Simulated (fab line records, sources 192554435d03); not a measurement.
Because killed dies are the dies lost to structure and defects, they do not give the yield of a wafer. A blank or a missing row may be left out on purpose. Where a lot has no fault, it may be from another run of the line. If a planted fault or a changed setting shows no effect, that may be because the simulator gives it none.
Chamber matching    flow n5-finfet    pecvd-04 running N5_PMOS_HMC_CHANNEL_EPI_HM_DEP_34: 3 sister chambers
The step deposits SiO2 from TEOS/O2, target thk 36 nm, time 6.9 s. 3 wafers are shown with their chamber, then 9 later ones without.

WAFERS WITH THEIR CHAMBER
wafer   chamber  throttle-valve-pct (%)
L087.1  0        19.3
L087.5  1        19.1
L087.6  2        17.8

WAFERS WITH NO CHAMBER GIVEN
wafer   throttle-valve-pct (%)
L089.1  19.2
L089.3  19.0
L089.4  19.3
L090.4  17.6
L090.5  18.9
L090.6  19.2
L091.1  19.1
L091.2  18.0
L091.4  19.3

WHICH CHAMBER EACH WENT THROUGH
wafer   from the rows above      in truth
L089.1  can't be placed: 1 or 0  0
L089.3  can't be placed: 1 or 0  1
L089.4  can't be placed: 0 or 1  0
L090.4  2                        2
L090.5  can't be placed: 1 or 0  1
L090.6  can't be placed: 1 or 0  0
L091.1  can't be placed: 1 or 0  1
L091.2  2                        2
L091.4  can't be placed: 0 or 1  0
Placed correctly: 2 of 9. From these rows, 7 cannot be placed; in 7 the true chamber is one of the candidates. 0 placed wrongly.
How it was worked out, from the rows above alone: a wafer's distance from a chamber is the root of the sum, over the readings, of the square of ((its reading less the chamber's mean) divided by the reading's scatter). If the next closest chamber is less than 2 further off than the closest, the wafer can't be placed; otherwise it belongs to the closest. A chamber's mean is the mean of its shown wafers. The scatter: root of mean squared gap, hidden wafer to nearest shown wafer, with one shown wafer a chamber.
